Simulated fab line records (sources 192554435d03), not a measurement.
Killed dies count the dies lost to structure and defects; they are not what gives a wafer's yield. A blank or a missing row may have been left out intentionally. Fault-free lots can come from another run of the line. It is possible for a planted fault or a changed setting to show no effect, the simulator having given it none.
fab line records	flow n5_finfet
record lots=7	wafers=19	last_day=18
route steps=1938 shown SDB@356 BEOL_M4@1111 PASSIVATION@1936
lots untouched by any fault: they come from a run of this same line in which no faults occurred
start_h: hours from the record's first day to the start of the lot's first wafer shown	wait_h: hours from the lot's prior step to this one	" identical to the entry in the row above	L1.1+2: a row that stands for several wafers	- either no value or no given start	* or withheld: withheld	< > ~ a bound
route shown NAME@n: NAME is a module with steps in the file, n the number in the route of the first one	usual: the fault-free wafers' mean and standard deviation	same: alike in all rows	chamber/n: place in a boat	sites: readings site by site	_std_site: how widely they spread, as a standard deviation	_edge_site: mean of outer sites minus mean of inner sites	radius_mm: how far each site lies from the wafer's centre	mask NAME#n: copy n	behind: the most recent tool/chamber to have shaped the wafer	hold: cause of the lot's hold/its duration in hours/its outcome	device: whichever transistor did not switch (one of n, p or np)	end of line: tests of these same wafers at the route's end	for a step that has no rows: nothing shown but its recipe	killed: the dies lost at the first sort to structure and to defects; this is not the yield of the wafer	map: shows each die of a wafer: x if killed, . if not, _ if none is there
set.NAME: the run value of the setting; set.NAME@STEP: its run value at that earlier step	model.NAME: the simulator's own value behind a step, which no gauge read
certain route steps with their lots: each step a table, each wafer a row
services: a tool's chamber out of use, with start hour (start_h, from the record's first day; less than 0 if before it), hours out, and reason
## steps
# step N5_SDB_CD_MEAS_11
# recipe target_cd_nm=50	landing_energy_ev=500	detector=se_inlens	polarity=opening
# usual cd_nm=50.1/0.98
lot.wafer	tool	chamber	start_h	wait_h	cd_nm
L730.4	cd_sem-02	0	125.28	-	49.8
L730.5	"	0	"	"	50.5
L731.4	cd_sem-01	0	133.18	-	49.4
L731.5	"	0	"	"	48.8
L732.1	cd_sem-03	0	144.42	-	51.3
L732.2	"	0	"	"	50.5
L732.6	"	0	"	"	51.2
L734.1	cd_sem-03	0	149.36	-	50.6
L734.3	"	0	"	"	50.9
L734.5	"	0	"	"	50.5
L737.2	cd_sem-01	0	169.71	-	50.0
L737.3	"	0	"	"	50.5
L737.5	"	0	"	"	49.8
L742.4	cd_sem-02	0	199.12	-	49.9
L742.5	"	0	"	"	49.9
L742.6	"	0	"	"	50.9
L743.3	cd_sem-01	0	203.29	-	49.2
L743.5	"	0	"	"	49.6
L743.6	"	0	"	"	49.1
# step N5_SDB_OVL_MEAS_12
# recipe points_per_wafer=44
# usual SDB_OVL=0.3/0.8
lot.wafer	tool	chamber	start_h	wait_h	SDB_OVL[nm]
L730.4	overlay-02	0	125.30	0.0	0.0
L730.5	"	0	"	"	1.1
L731.4	overlay-02	0	133.21	0.0	0.5
L731.5	"	0	"	"	1.0
L732.1	overlay-01	0	144.45	0.0	0.6
L732.2	"	0	"	"	0.7
L732.6	"	0	"	"	0.3
L734.1	overlay-01	0	149.39	0.0	0.0
L734.3	"	0	"	"	-0.9
L734.5	"	0	"	"	-0.4
L737.2	overlay-02	0	169.74	0.0	-0.5
L737.3	"	0	"	"	-0.5
L737.5	"	0	"	"	0.4
L742.4	overlay-02	0	199.15	0.0	0.3
L742.5	"	0	"	"	0.2
L742.6	"	0	"	"	0.9
L743.3	overlay-01	0	203.32	0.0	-2.2
L743.5	"	0	"	"	-0.2
L743.6	"	0	"	"	0.5
# step N5_SDB_INSPECT_13
# recipe mode=adi	inspect_instrument=brightfield
# usual raw_defect_count=83/35
lot.wafer	tool	chamber	start_h	wait_h	raw_defect_count
L730.4	defect_inspect-01	-	125.33	0.0	97
L730.5	"	-	"	"	62
L731.4	defect_inspect-01	-	133.23	0.0	124
L731.5	"	-	"	"	120
L732.1	defect_inspect-02	-	144.47	0.0	102
L732.2	"	-	"	"	114
L732.6	"	-	"	"	124
L734.1	defect_inspect-02	-	149.42	0.0	89
L734.3	"	-	"	"	81
L734.5	"	-	"	"	98
L737.2	defect_inspect-01	-	169.77	0.0	107
L737.3	"	-	"	"	110
L737.5	"	-	"	"	61
L742.4	defect_inspect-02	-	199.17	0.0	66
L742.5	"	-	"	"	71
L742.6	"	-	"	"	102
L743.3	defect_inspect-02	-	203.35	0.0	58
L743.5	"	-	"	"	39
L743.6	"	-	"	"	21
# step N5_SDB_DESCUM_16
# recipe chemistry=O2	time_s=7.9	source_power_w=50	bias_power_w=20	pressure_mtorr=20	rf_frequency_hz=2.712e+07	temp_c=40	resist=CAR-ArF	o2_flow_sccm=225
# usual chamber_pressure_mTorr=19.999/0.019	drypump_motor_current_A=5.7/0.44	o2_flow_sccm=225.0/0.69	oes_product_au=0.75/0.064	rf_vpp_V=242.5/1	showerhead_plenum_p_Torr=2.06/0.031	throttle_valve_pct=20.49/0.22
lot.wafer	tool	chamber	start_h	wait_h	chamber_pressure_mTorr	drypump_motor_current_A	o2_flow_sccm	oes_product_au	rf_hours_counter_h	rf_vpp_V	showerhead_plenum_p_Torr	throttle_valve_pct
L730.4	rie_diel-01	1	125.46	0.1	20.020	5.7	225.3	0.69	219	241.4	2.07	20.55
L730.5	"	2	"	"	20.020	5.7	225.2	0.67	-	242.8	2.06	20.82
L731.4	rie_diel-02	3	133.37	0.1	19.989	6.0	224.0	0.79	103	243.3	2.11	20.29
L731.5	"	0	"	"	20.040	5.6	224.6	0.81	-	240.7	2.03	20.43
L732.1	rie_diel-02	3	144.51	0.0	19.981	6.0	223.6	0.78	105	243.6	2.11	20.29
L732.2	"	2	"	"	19.964	5.9	224.4	0.75	160	242.3	2.08	20.76
L732.6	"	0	"	"	19.994	5.6	224.5	0.80	-	241.8	2.03	20.45
L734.1	rie_diel-05	1	149.59	0.2	19.983	6.0	225.1	0.71	244	243.7	2.06	20.49
L734.3	"	2	"	"	20.021	5.2	224.6	0.73	163	241.4	2.00	20.50
L734.5	"	2	"	"	20.001	5.2	224.0	0.73	-	241.3	2.00	20.47
L737.2	rie_diel-05	3	170.06	0.3	19.994	5.7	225.0	0.72	209	243.3	2.07	20.87
L737.3	"	0	"	"	20.003	5.1	225.5	0.68	227	243.3	2.08	20.44
L737.5	"	2	"	"	20.004	5.2	225.8	0.72	-	240.9	2.00	20.50
L742.4	rie_diel-02	2	199.21	0.0	19.961	6.0	225.2	0.73	179	243.2	2.08	20.81
L742.5	"	2	"	"	19.997	6.0	225.9	0.72	-	242.7	2.07	20.81
L742.6	"	1	"	"	20.002	6.1	224.2	0.72	-	241.8	2.09	20.27
L743.3	rie_diel-02	2	203.38	0.0	20.011	6.0	224.1	0.73	180	242.9	2.07	20.81
L743.5	"	1	"	"	19.994	6.1	224.5	0.71	-	244.2	2.09	20.27
L743.6	"	0	"	"	20.007	5.6	225.0	0.78	-	244.2	2.02	20.49
# step N5_SDB_ETCH_17
# recipe chemistry=CF4	target=SiARC	target_depth_a=234	mask_material=CAR-ArF	time_s=39	ion_energy_ev=80	pressure_mtorr=40	source_w=545	bias_w=36	Ar_flow_sccm=100	cf4_flow_sccm=100	ends=cleared
# step N5_SDB_ETCH_18
# recipe chemistry=N2/H2	target=SOC	target_depth_a=1000	overetch_a=200	mask_material=SiARC	temp_c=40	time_s=150	ion_energy_ev=200	pressure_mtorr=30	source_w=840	bias_w=150	n2_flow_sccm=200	h2_flow_sccm=200
# usual chamber_pressure_mTorr=30.003/0.029	drypump_motor_current_A=5.7/0.44	oes_product_au=0.67/0.056	rf_vpp_V=522.9/1.3	showerhead_plenum_p_Torr=2.51/0.038	throttle_valve_pct=17.88/0.23
lot.wafer	tool	chamber	start_h	wait_h	chamber_pressure_mTorr	drypump_motor_current_A	oes_product_au	rf_hours_counter_h	rf_vpp_V	showerhead_plenum_p_Torr	throttle_valve_pct
L730.4	rie_diel-01	1	125.53	0.0	29.960	5.8	0.63	219	524.0	2.51	17.96
L730.5	"	2	"	"	30.033	5.7	0.61	-	522.9	2.50	18.18
L731.4	rie_diel-02	3	133.44	0.0	29.967	6.1	0.70	103	523.9	2.57	17.71
L731.5	"	0	"	"	30.004	5.7	0.71	-	521.5	2.46	17.75
L732.1	rie_diel-02	3	144.58	0.0	30.033	6.1	0.69	106	523.8	2.56	17.71
L732.2	"	2	"	"	29.978	5.9	0.67	160	521.6	2.54	18.23
L732.6	"	0	"	"	29.969	5.6	0.71	-	521.4	2.46	17.75
L734.1	rie_diel-05	1	149.66	0.0	29.985	6.0	0.62	244	522.6	2.49	17.83
L734.3	"	2	"	"	29.998	5.2	0.66	163	520.5	2.44	17.95
L734.5	"	2	"	"	29.950	5.1	0.65	-	521.5	2.44	17.94
L737.2	rie_diel-05	3	170.13	0.0	30.006	5.7	0.64	209	522.5	2.51	18.20
L737.3	"	0	"	"	30.117	5.1	0.61	227	522.3	2.52	17.83
L737.5	"	2	"	"	29.982	5.1	0.65	-	521.1	2.44	17.96
L742.4	rie_diel-02	2	199.28	0.0	30.014	6.0	0.66	179	524.4	2.53	18.27
L742.5	"	2	"	"	29.992	6.0	0.66	-	524.1	2.53	18.26
L742.6	"	1	"	"	29.988	6.1	0.64	-	523.3	2.55	17.71
L743.3	rie_diel-02	2	203.45	0.0	30.032	5.9	0.66	180	524.9	2.53	18.28
L743.5	"	1	"	"	29.983	6.1	0.64	-	523.7	2.55	17.71
L743.6	"	0	"	"	29.954	5.6	0.69	-	522.0	2.45	17.78
# step N5_SDB_STRIP_19
# recipe chemistry=N2/H2	temp_c=40	n2_flow_sccm=200	h2_flow_sccm=200	rf_frequency_hz=6e+07
# step N5_SDB_STRIP_21
# recipe chemistry=CF4	resist=SiARC	power_w=300	bias_power_w=75	pressure_mtorr=50	cf4_flow_sccm=150	rf_frequency_hz=6e+07
# usual chamber_pressure_mTorr=50.00/0.048	drypump_motor_current_A=5.7/0.44	oes_product_au=0.74/0.061	power_w=300.1/0.93	rf_vpp_V=270.6/1	showerhead_plenum_p_Torr=1.773/0.027	throttle_valve_pct=13.67/0.25
lot.wafer	tool	chamber	start_h	wait_h	chamber_pressure_mTorr	drypump_motor_current_A	oes_product_au	power_w	rf_hours_counter_h	rf_vpp_V	showerhead_plenum_p_Torr	throttle_valve_pct
L730.4	rie_diel-01	1	125.67	0.0	49.94	5.7	0.70	301.5	219	272.1	1.783	13.79
L730.5	"	2	"	"	50.00	5.7	0.68	300.6	-	269.8	1.775	14.08
L731.4	rie_diel-02	3	133.58	0.0	50.00	6.0	0.77	300.1	103	271.9	1.807	13.48
L731.5	"	0	"	"	50.01	5.6	0.78	301.6	-	269.8	1.732	13.49
L732.1	rie_diel-02	3	144.72	0.0	49.98	6.0	0.77	299.9	106	271.5	1.807	13.49
L732.2	"	2	"	"	50.02	5.9	0.75	301.2	160	271.0	1.796	13.98
L732.6	"	0	"	"	49.97	5.6	0.78	300.1	-	269.9	1.731	13.51
L734.1	rie_diel-05	1	149.80	0.0	49.99	6.0	0.69	300.5	244	270.0	1.768	13.73
L734.3	"	2	"	"	50.01	5.1	0.72	301.2	163	269.5	1.723	13.69
L734.5	"	2	"	"	50.05	5.1	0.72	300.3	-	269.8	1.722	13.69
L737.2	rie_diel-05	3	170.27	0.0	50.03	5.8	0.70	298.6	209	269.6	1.784	14.06
L737.3	"	0	"	"	49.95	5.1	0.68	300.6	227	271.1	1.770	13.62
L737.5	"	2	"	"	49.90	5.2	0.72	300.7	-	268.2	1.721	13.70
L742.4	rie_diel-02	2	199.41	0.0	49.97	5.9	0.73	299.9	179	271.3	1.791	14.03
L742.5	"	2	"	"	50.06	6.0	0.73	299.7	-	270.4	1.790	14.04
L742.6	"	1	"	"	50.01	6.1	0.71	301.6	-	270.8	1.794	13.47
L743.3	rie_diel-02	2	203.59	0.0	50.07	5.9	0.73	299.6	180	269.6	1.790	14.03
L743.5	"	1	"	"	49.97	6.1	0.71	301.0	-	271.8	1.793	13.49
L743.6	"	0	"	"	50.02	5.6	0.77	300.6	-	270.1	1.726	13.56
# step N5_SDB_HM_OPEN_20
# recipe chemistry=CH3F/O2	target=SiNx	mask_material=SOC	target_depth_a=240	stop_on=poly-Si	over_etch_frac=0.4	ion_energy_ev=120	pressure_mtorr=30	source_w=395	bias_w=73	Ar_flow_sccm=150	CH3F_flow_sccm=30	O2_flow_sccm=20
# usual chamber_pressure_mTorr=30.001/0.027	drypump_motor_current_A=5.7/0.44	mfc_ar_sccm=150.0/0.45	oes_product_au=0.62/0.052	rf_vpp_V=297.2/2.3	showerhead_plenum_p_Torr=1.97/0.031	throttle_valve_pct=16.41/0.24
lot.wafer	tool	chamber	start_h	wait_h	chamber_pressure_mTorr	drypump_motor_current_A	mfc_ar_sccm	oes_product_au	rf_hours_counter_h	rf_vpp_V	showerhead_plenum_p_Torr	throttle_valve_pct
L730.4	rie_diel-01	1	125.69	0.0	29.974	5.7	149.5	0.59	219	299.6	1.97	16.43
L730.5	"	2	"	"	29.993	5.7	149.7	0.58	-	294.8	1.97	16.78
L731.4	rie_diel-02	3	133.60	0.0	30.017	6.1	150.8	0.64	103	296.4	2.02	16.23
L731.5	"	0	"	"	30.004	5.6	150.6	0.66	-	297.2	1.94	16.33
L732.1	rie_diel-02	3	144.74	0.0	30.000	6.1	150.3	0.63	106	298.8	2.02	16.24
L732.2	"	2	"	"	29.963	5.9	149.9	0.62	160	294.3	2.00	16.77
L732.6	"	0	"	"	30.010	5.6	150.5	0.65	-	298.0	1.94	16.33
L734.1	rie_diel-05	1	149.82	0.0	29.977	6.0	150.4	0.58	244	299.7	1.97	16.46
L734.3	"	2	"	"	30.024	5.2	150.0	0.60	163	297.3	1.91	16.41
L734.5	"	2	"	"	30.010	5.2	150.8	0.60	-	297.6	1.91	16.39
L737.2	rie_diel-05	3	170.29	0.0	29.982	5.7	149.7	0.59	209	296.3	1.98	16.78
L737.3	"	0	"	"	30.015	5.1	149.7	0.57	227	294.1	1.98	16.34
L737.5	"	2	"	"	30.005	5.2	149.8	0.61	-	296.5	1.91	16.43
L742.4	rie_diel-02	2	199.43	0.0	29.982	6.0	150.5	0.62	179	291.9	2.00	16.78
L742.5	"	2	"	"	30.025	5.9	149.6	0.60	-	293.2	2.00	16.81
L742.6	"	1	"	"	30.062	6.1	150.9	0.59	-	301.6	2.00	16.20
L743.3	rie_diel-02	2	203.61	0.0	30.027	5.9	149.5	0.60	180	293.9	2.00	16.79
L743.5	"	1	"	"	29.976	6.1	149.9	0.59	-	300.1	2.00	16.21
L743.6	"	0	"	"	30.037	5.6	150.0	0.64	-	296.7	1.93	16.37
# step N5_SDB_STRIP_22
# recipe chemistry=N2/H2	power_w=1000	temp_c=250	h2_frac=0.65	overash_fraction=0.3	pressure_mtorr=withheld	n2_flow_sccm=1750	h2_flow_sccm=3250
# usual drypump_motor_current_A=5.7/0.41	heater_power_w=334/36	oes_product_au=0.715/0.005	strip_time_to_endpoint_s=96.2/0.33
lot.wafer	tool	chamber	start_h	wait_h	drypump_motor_current_A	heater_power_w	oes_product_au	rf_hours_counter_h	strip_time_to_endpoint_s
L730.4	plasma_asher-02	1	125.81	0.1	5.3	293	0.713	-	96.3
L730.5	"	1	"	"	5.2	283	0.721	-	96.2
L731.4	plasma_asher-02	0	133.72	0.1	5.4	338	0.714	-	95.8
L731.5	"	0	"	"	5.4	341	0.720	-	95.8
L732.1	plasma_asher-02	0	144.82	0.1	5.5	345	0.708	49	96.2
L732.2	"	1	"	"	5.2	286	0.710	49	96.7
L732.6	"	1	"	"	5.2	286	0.709	-	96.2
L734.1	plasma_asher-01	0	149.90	0.1	6.3	323	0.718	95	96.1
L734.3	"	1	"	"	5.6	390	0.726	-	96.1
L734.5	"	1	"	"	5.6	387	0.708	-	95.8
L737.2	plasma_asher-01	1	170.37	0.1	5.6	384	0.720	100	96.5
L737.3	"	1	"	"	5.6	387	0.722	-	96.7
L737.5	"	1	"	"	5.6	383	0.712	-	96.4
L742.4	plasma_asher-01	1	199.56	0.1	5.6	391	0.716	-	96.7
L742.5	"	1	"	"	5.6	382	0.715	-	96.3
L742.6	"	0	"	"	6.3	322	0.715	-	96.1
L743.3	plasma_asher-01	0	203.73	0.1	6.3	321	0.712	-	96.3
L743.5	"	0	"	"	6.3	325	0.719	-	95.9
L743.6	"	1	"	"	5.6	396	0.718	-	96.3
# step N5_SDB_PRECLEAN_23
# recipe chemistry=dHF	time_s=30	temp_c=25	dilution=withheld
# step N5_SDB_DUMMY_REMOVE_24
# recipe chemistry=TMAH	temp_c=70	target=poly-Si	stop_on=SiO2	target_depth_nm=142	conc_wt_pct=5	time_s=57	dry=ipa_marangoni	rinse_time_s=30	rinse_temp_c=23
# step N5_SDB_ETCH_25
# recipe chemistry=C4F6/O2	target=SiO2	target_depth_a=100	time_s=3.3	ion_energy_ev=250	mask_material=SiNx	pressure_mtorr=30	source_w=345	bias_w=185	Ar_flow_sccm=300	C4F6_flow_sccm=10	O2_flow_sccm=10
# usual chamber_pressure_mTorr=30.002/0.026	drypump_motor_current_A=5.7/0.52	mfc_ar_sccm=300.1/0.81	oes_product_au=0.77/0.078	rf_vpp_V=666/4.7	showerhead_plenum_p_Torr=2.81/0.034	throttle_valve_pct=21.20/0.28
lot.wafer	tool	chamber	start_h	wait_h	chamber_pressure_mTorr	drypump_motor_current_A	mfc_ar_sccm	oes_product_au	rf_hours_counter_h	rf_vpp_V	showerhead_plenum_p_Torr	throttle_valve_pct	model.etch.depth_nm
L730.4	rie_diel-01	0	126.00	0.0	30.059	6.5	300.5	0.91	26	667	2.79	20.73	10.15
L730.5	"	0	"	"	30.057	6.5	300.0	0.79	-	666	2.79	20.65	8.011
L731.4	rie_diel-01	0	133.93	0.1	30.011	6.5	299.5	0.90	-	665	2.79	20.74	10.1
L731.5	"	3	"	"	29.988	4.7	300.9	0.66	-	671	2.83	21.28	7.959
L732.1	rie_diel-01	1	145.04	0.0	29.994	5.7	298.8	0.61	222	670	2.80	21.11	7.841
L732.2	"	0	"	"	29.972	6.5	299.0	0.88	34	667	2.79	20.74	9.963
L732.6	"	0	"	"	30.001	6.5	299.6	0.88	-	668	2.79	20.73	9.984
L734.1	rie_diel-02	2	150.64	0.5	29.979	5.9	299.8	0.74	162	658	2.85	21.62	9.726
L734.3	"	3	"	"	30.001	6.1	299.8	0.78	108	664	2.87	21.07	10.11
L734.5	"	2	"	"	30.025	6.0	301.1	0.74	-	660	2.85	21.62	9.765
L737.2	rie_diel-02	1	170.59	0.0	29.989	6.1	300.2	0.72	160	671	2.84	20.96	9.985
L737.3	"	2	"	"	30.071	6.0	300.1	0.73	169	660	2.85	21.63	9.726
L737.5	"	2	"	"	29.999	6.0	300.8	0.73	-	659	2.85	21.63	9.674
L742.4	rie_diel-02	0	200.14	0.4	30.000	5.7	300.6	0.79	119	663	2.75	21.23	10.29
L742.5	"	2	"	"	29.989	5.9	299.6	0.73	-	659	2.84	21.66	9.858
L742.6	"	1	"	"	30.017	6.1	300.3	0.73	-	670	2.84	20.99	10.17
L743.3	rie_diel-01	2	204.13	0.3	30.018	5.7	300.8	0.94	16	659	2.80	21.23	10.34
L743.5	"	1	"	"	30.000	5.7	299.6	0.68	-	669	2.79	21.23	10.01
L743.6	"	0	"	"	30.016	6.6	300.8	0.86	-	667	2.78	20.77	10.14
# step N5_SDB_CUT_ETCH_26
# recipe chemistry=HBr/Cl2/O2	target=Si	target_depth_a=1296	bt_time_s=20	mask_material=SiNx	time_s=51.8	ion_energy_ev=*	bias_w=*	pressure_mtorr=10	icp_w=800	HBr_flow_sccm=150	Cl2_flow_sccm=80	O2_flow_sccm=12
# step N5_BEOL_M4_RC_MEAS_101
# usual DIBL_N=36.5/1.4	DIBL_P=36.5/1.6	IOFF_N=0.163/0.022	IOFF_P=0.219/0.029	ION_N=675/8.3	ION_P=464/6.2	SS_N=71.5/0.52	SS_P=73.4/0.57	VT_N=249.7/2.6	VT_P=-250/3
lot.wafer	tool	chamber	start_h	wait_h	DIBL_N[mV/V]	DIBL_P[mV/V]	IOFF_N[nA/um]	IOFF_P[nA/um]	ION_N[uA/um]	ION_P[uA/um]	SS_N[mV/dec]	SS_P[mV/dec]	VT_N[mV]	VT_P[mV]
L731.4	prober-02	0	232.44	0.5	38.3	38.4	0.217	0.288	693	475	71.7	73.1	245.6	-242
L731.5	"	0	"	"	37.1	38.1	0.190	0.275	686	478	71.1	73.4	245.2	-246
L730.4	prober-02	0	238.24	0.5	37.5	37.8	0.161	0.217	678	458	72.0	73.4	250.7	-250
L730.5	"	0	"	"	36.2	37.3	0.150	0.210	670	462	71.8	73.3	249.1	-252
L732.1	prober-02	0	248.00	0.0	36.6	35.6	0.175	0.246	674	471	72.5	73.1	246.5	-247
L732.2	"	0	"	"	36.0	35.5	0.164	0.233	677	467	71.6	73.6	243.1	-247
L732.6	"	0	"	"	36.1	35.9	0.170	0.235	681	472	71.4	73.8	247.6	-245
L734.1	prober-02	0	258.55	0.0	35.7	37.0	0.156	0.231	670	464	71.7	73.9	252.4	-247
L734.3	"	0	"	"	37.2	38.7	0.187	0.253	673	463	72.3	73.9	248.2	-248
L734.5	"	0	"	"	36.4	37.9	0.164	0.237	672	466	71.9	74.1	249.8	-247
L737.2	prober-02	0	272.07	0.2	37.1	37.8	0.176	0.255	689	472	71.9	74.0	248.2	-246
L737.3	"	0	"	"	36.8	37.0	0.186	0.239	685	466	71.5	73.9	244.8	-247
L737.5	"	0	"	"	37.0	37.2	0.177	0.246	686	472	72.0	73.8	248.6	-246
L742.4	prober-02	0	310.83	0.5	34.2	35.8	0.136	0.198	681	470	71.7	73.1	250.4	-252
L742.5	"	0	"	"	34.4	36.2	0.140	0.202	674	467	71.6	72.8	251.3	-250
L742.6	"	0	"	"	33.5	35.1	0.131	0.191	666	466	70.4	72.6	252.4	-252
L743.3	prober-02	0	317.03	0.3	36.0	35.2	0.146	0.213	671	470	72.1	73.3	251.6	-248
L743.5	"	0	"	"	36.0	35.6	0.148	0.219	673	463	71.5	73.5	250.7	-249
L743.6	"	0	"	"	34.4	32.7	0.123	0.188	675	471	70.1	73.1	250.2	-250
# step N5_PASSIVATION_PROBE_49
# usual defect_limited_yield=91.2/1.6	killed_at_M0_to_M3=33/11	killed_at_M4_up=15/6.2	killed_at_contacts=15/7.1	killed_at_front_end=38/12	killed_at_other=4/3.5	killed_dies=104/19	killed_open=69/14	killed_short=34/8.5	sort_bin_5_function=5.2/0.99	sort_bin_6_memory=3.3/0.77	sort_n_pass=1076/19	sort_yield_pct=91.2/1.6
# same gross_dies=1180	killed_at_back_side=0	sort_bin_4_leakage[%]=0	sort_bin_8_speed[%]=0
lot.wafer	tool	chamber	start_h	wait_h	defect_limited_yield[%]	killed_at_M0_to_M3	killed_at_M4_up	killed_at_contacts	killed_at_front_end	killed_at_other	killed_dies	killed_open	killed_short	sort_bin_5_function[%]	sort_bin_6_memory[%]	sort_n_pass	sort_yield_pct[%]
L730.4	prober-02	-	343.16	0.2	92.0	26	23	11	34	0	94	62	31	4.9	2.7	1086	92.0
# killed by level:class
L730.4 MOL_CONTACT_COAG:geometric_particle:open=8 BEOL_M2:geometric_particle:open=8 BEOL_M4:geometric_particle:open=7 DUMMY_GATE:geometric_particle:open=6 GATE_CUT:geometric_particle:short=6 BEOL_M1:geometric_particle:open=5 BEOL_M3:geometric_particle:open=5 FIN_CUT:geometric_particle:short=4
## services
tool	chamber	start_h	hours	kind
rie_diel-01	1	126.77	8.7	repair
plasma_asher-01	-	130.10	3.4	repair
rie_diel-01	2	136.93	-	clean
rie_diel-01	2	136.93	-	consumable_replace:focus_ring
rie_diel-01	2	136.93	22.3	scheduled_down
rie_diel-01	2	136.93	22.3	vent_cycle
rie_diel-05	0	141.50	9.7	repair
rie_diel-05	1	163.92	15.8	repair
plasma_asher-02	-	164.43	2.8	pm
plasma_asher-01	-	167.18	2.8	pm
rie_diel-05	1	184.07	-	clean
rie_diel-05	1	184.07	-	consumable_replace:focus_ring
rie_diel-05	1	184.07	21.9	scheduled_down
rie_diel-05	1	184.07	21.9	vent_cycle
## key
first_sign none at tools or gauges
model_effect step=N5_SDB_ETCH_25	value=etch.depth_nm	without=10	struck=7.937
met_at N5_SDB_ETCH_25
struck_wafers L730.5,L731.5,L732.1
fault kind=process_parameter_drift	tool=rie_diel-01	chamber=-	onset_h=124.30	steps=N5_SDB_ETCH_25	channel=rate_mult	offset=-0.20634	shape=step	end_h=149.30	scope=struck_wafers_only
